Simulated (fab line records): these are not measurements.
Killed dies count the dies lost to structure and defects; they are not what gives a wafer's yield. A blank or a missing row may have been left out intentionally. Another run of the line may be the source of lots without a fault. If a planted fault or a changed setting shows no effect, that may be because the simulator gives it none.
2 desks looking at one fault    flow n5_finfet    only its own numbers are on each desk; what lay behind them is given at the end

## AT THE METROLOGY DESK
What the gauges read, lot by lot, whatever tool the lot ran on: means of the sampled wafers that have a number. A lot is out of limits, marked OUT, if its mean lies more than 4 standard deviations from the usual mean; the brackets give that distance. Of its 12 readings 7 are shown: those that lie furthest out on some lot.
Columns: A = cd_nm at N5_WELL_APT_CD_MEAS_08, usual 199 nm; B = DIBL_P at N5_BEOL_M4_RC_MEAS_101, usual 37.4 mV/V; C = IOFF_P at N5_BEOL_M4_RC_MEAS_101, usual 0.23 nA/um; D = ION_P at N5_BEOL_M4_RC_MEAS_101, usual 467 uA/um; E = SS_N at N5_BEOL_M4_RC_MEAS_101, usual 71.7 mV/dec; F = VT_N at N5_BEOL_M4_RC_MEAS_101, usual 249 mV; G = VT_P at N5_BEOL_M4_RC_MEAS_101, usual -250 mV
lot   first seen here  A    B     C     D    E     F    G
L642  day 1 18:46      194  36.5  0.21  472  71.4  249  -251
L644  day 2 06:40      199  40.8  0.30  469  72.6  247  -246
L646  day 2 18:39      199  39.3  0.25  473  71.9  251  -250
L647  day 3 00:50      195  36.6  0.25  470  71.7  248  -247
L655  day 5 00:38      202  40.0  0.28  476  72.4  243  -246
L656  day 5 06:46      197  36.0  0.21  457  71.9  250  -250
L657  day 5 12:46      202  38.6  0.24  463  71.6  251  -250
L659  day 6 00:38      203  36.3  0.22  470  71.9  250  -251
L661  day 6 12:46      199  38.1  0.19  452  71.7  249  -254
L662  day 6 18:38      201  36.6  0.18  459  72.0  247  -256
This desk found nothing out of limits on any of the 10 lots.

## FOR THE TOOL OWNER'S DESK: arfi_scanner-02
The tool's own readings at N5_PMOS_HMC_CHANNEL_EPI_EXPOSE_06 (exposes mask PMOS HMC BLK, target cd 240 nm): means of the sampled wafers that have a number, for each lot that ran on this tool. A lot is out of limits, marked OUT, if its mean lies more than 4 standard deviations from the usual mean; the brackets give that distance.
Columns: A = exposure_dose_mJ_cm2 at N5_PMOS_HMC_CHANNEL_EPI_EXPOSE_06, usual 40.97
lot   first seen here  A
L642  day 2 00:28      40.94
L647  day 3 06:09      40.96
L655  day 5 04:43      39.24 (-46) OUT
L657  day 5 17:17      39.58 (-37) OUT
This desk's finding: out of limits on L655, L657; first on L655, day 5 04:43 (exposure_dose_mJ_cm2 at N5_PMOS_HMC_CHANNEL_EPI_EXPOSE_06). L642, L647 stayed within limits.

## BROUGHT TOGETHER
An alarm could have come from the tool owner's desk at day 5 04:43, on L655, L657.
From the metrology desk's view, nothing was out of limits.
The metrology desk holds a record of L655, L657, inside its limits.
All the named lots went through N5_PMOS_HMC_CHANNEL_EPI_EXPOSE_06 on arfi_scanner-02.

## WHAT THE SIMULATOR HAD INSERTED
Process parameter drift: arfi_scanner-02, from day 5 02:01 on, at N5_PMOS_HMC_CHANNEL_EPI_EXPOSE_06. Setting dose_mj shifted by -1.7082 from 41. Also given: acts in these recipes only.
Lots struck among those shown: L655, L657.
Each desk's first reading out of limits, in hours after the fault started: the tool owner's desk, 3.
